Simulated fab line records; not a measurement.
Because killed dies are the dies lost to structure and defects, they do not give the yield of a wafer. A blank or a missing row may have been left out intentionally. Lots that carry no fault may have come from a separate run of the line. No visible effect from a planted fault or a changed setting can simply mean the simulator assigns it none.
Matching of chambers -- flow n5_finfet -- 4 sister chambers for N5_HKMG_FIN_DESCUM_53 on rie_diel-01
The step chemistry O2, time 7.9 s. 4 wafers are shown with their chamber, then 8 later ones without.

== WAFERS PAIRED WITH THEIR CHAMBERS ==
wafer,chamber,showerhead_plenum_p_Torr (Torr)
L082.2,2,2.23
L082.5,0,2.22
L093.6,3,2.04
L094.1,1,2.14

== WAFERS WITHOUT THEIR CHAMBER ==
wafer,showerhead_plenum_p_Torr (Torr)
L094.2,2.04
L094.3,2.21
L096.4,2.04
L096.5,2.04
L096.6,2.20
L097.1,2.22
L097.3,2.14
L097.6,2.22

== EACH ONE'S CHAMBER ==
wafer,from the rows above,in truth
L094.2,3,3
L094.3,can't be placed: 0 or 2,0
L096.4,3,3
L096.5,3,3
L096.6,can't be placed: 0 or 2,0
L097.1,can't be placed: 0 or 2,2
L097.3,1,1
L097.6,can't be placed: 0 or 2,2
Correctly placed: 4 of 8. Cannot be placed on the basis of these rows: 4; the candidates contain the true chamber in 4. Placed wrongly: 0.
How it was worked out, from the rows above alone: a wafer's distance from a chamber is the root of the sum, over the readings, of the square of ((its reading less the chamber's mean) divided by the reading's scatter). If the next closest chamber is less than 2 further off than the closest, the wafer can't be placed; otherwise it belongs to the closest. A chamber's mean is the mean of its shown wafers. The scatter: root of mean squared gap, hidden wafer to nearest shown wafer, with one shown wafer a chamber.
